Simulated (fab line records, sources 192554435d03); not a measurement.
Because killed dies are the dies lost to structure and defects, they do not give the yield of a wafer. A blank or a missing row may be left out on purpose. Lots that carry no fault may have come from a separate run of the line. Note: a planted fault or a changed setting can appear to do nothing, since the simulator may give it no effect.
Lot-split experiment    flow n5 finfet    7 lots, 21 wafers read, on a route of 1938 steps

THE SPLIT
At N5_PASSIVATION_PECVD_35 (deposits SiNx from SiH4/NH3/N2, target thk 700 nm, time 151.3 s), the setting time s was moved away from the recipe's 151.3 s on 3 of the 21 wafers read, by -9.0% to -6.2%. All remaining wafers had this setting at the recipe value.

The reading comes from the split's own step.

THE READING
SiNx_of_PASSIVATION_PECVD_35.thk nm (the simulator's own value, which no gauge read), in nm, at N5_PASSIVATION_PECVD_35 (deposits SiNx from SiH4/NH3/N2, target thk 700 nm, time 151.3 s). The file gives no usual value for it. Here, 18 wafers ran the recipe; their average is 701.2 nm with a standard deviation of 6.5 nm.

wafer   tool, chamber at the split  time s as run, s  against the recipe  SiNx_of_PASSIVATION_PECVD_35.thk nm, nm  against lot-mates on the recipe
L076.2  pecvd-02, 1                 151.3             recipe              697.6                                    -
L076.3  pecvd-02, 2                 151.3             recipe              695.8                                    -
L076.5  pecvd-02, 1                 151.3             recipe              698.6                                    -
L078.1  pecvd-04, 2                 151.3             recipe              703.2                                    -
L078.2  pecvd-04, 1                 151.3             recipe              704                                      -
L078.6  pecvd-04, 1                 151.3             recipe              709.6                                    -
L082.2  pecvd-03, 0                 151.3             recipe              694                                      -
L082.3  pecvd-03, 2                 151.3             recipe              704.2                                    -
L082.4  pecvd-03, 0                 151.3             recipe              706.2                                    -
L083.1  pecvd-03, 1                 151.3             recipe              698.6                                    -
L083.2  pecvd-03, 2                 141.9             -6.2%               658.8                                    -39.8
L083.5  pecvd-03, 2                 141.9             -6.2%               663.2                                    -35.4
L085.1  pecvd-02, 2                 151.3             recipe              692.6                                    -
L085.2  pecvd-02, 0                 151.3             recipe              690                                      -
L085.5  pecvd-02, 1                 137.7             -9.0%               649.4                                    -41.9
L090.1  pecvd-03, 2                 151.3             recipe              703.2                                    -
L090.5  pecvd-03, 0                 151.3             recipe              709                                      -
L090.6  pecvd-03, 1                 151.3             recipe              715.4                                    -
L093.1  pecvd-04, 2                 151.3             recipe              694.2                                    -
L093.3  pecvd-04, 0                 151.3             recipe              700.4                                    -
L093.5  pecvd-04, 2                 151.3             recipe              705.6                                    -

THE FIT
A straight line over all 21 wafers: SiNx_of_PASSIVATION_PECVD_35.thk nm changes by +6.1 nm for each +1% of time s; r = +0.93; the points scatter about the line by 6.4 nm.
The same after taking each lot's own level away (the mean of its wafers on the recipe; 21 wafers): +5.32 nm for each +1%; r = +0.96; scatter 4.2 nm.
That fit puts the effect of the largest move of time s on the reading at 48 nm.
Across the lots, their own levels run from 691.30 to 709.20 nm, a range of 2.8 times the standard deviation given above.
Thus the slope moves with the lot-to-lot level: the two fits are different.
Check: for one of the wafers moved furthest among these (-9.0%), held out of the fit, the line's prediction against its lot-mates is -54.4 nm. Against them it came out at -41.9 nm.

ADDITIONAL SPLITS CARRIED BY THESE WAFERS
Note: prior to the reading, these wafers also went through further splits. Each is held against what the fit with the lots' levels taken away leaves over:
other split on the same wafers     wafers away from the commonest value  r with SiNx_of_PASSIVATION_PECVD_35.thk nm (lot level and that fit taken away)
N5_BEOL_M13_EXPOSE_07 dose mj      4                                     +0.26
N5_BEOL_M14_SPUTTER_44 power w     8                                     -0.18
N5_BEOL_M15_ETCH_61 time s         7                                     -0.04
N5_BEOL_M15_TRENCH_ETCH_34 time s  8                                     -0.13
N5_MIM_BOT_ETCH_ETCH_04 time s     7                                     -0.24

FILE'S OWN FIT
SiNx_of_PASSIVATION_PECVD_35.thk nm changes by +5.11 nm for each +1% of time s, r = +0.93.
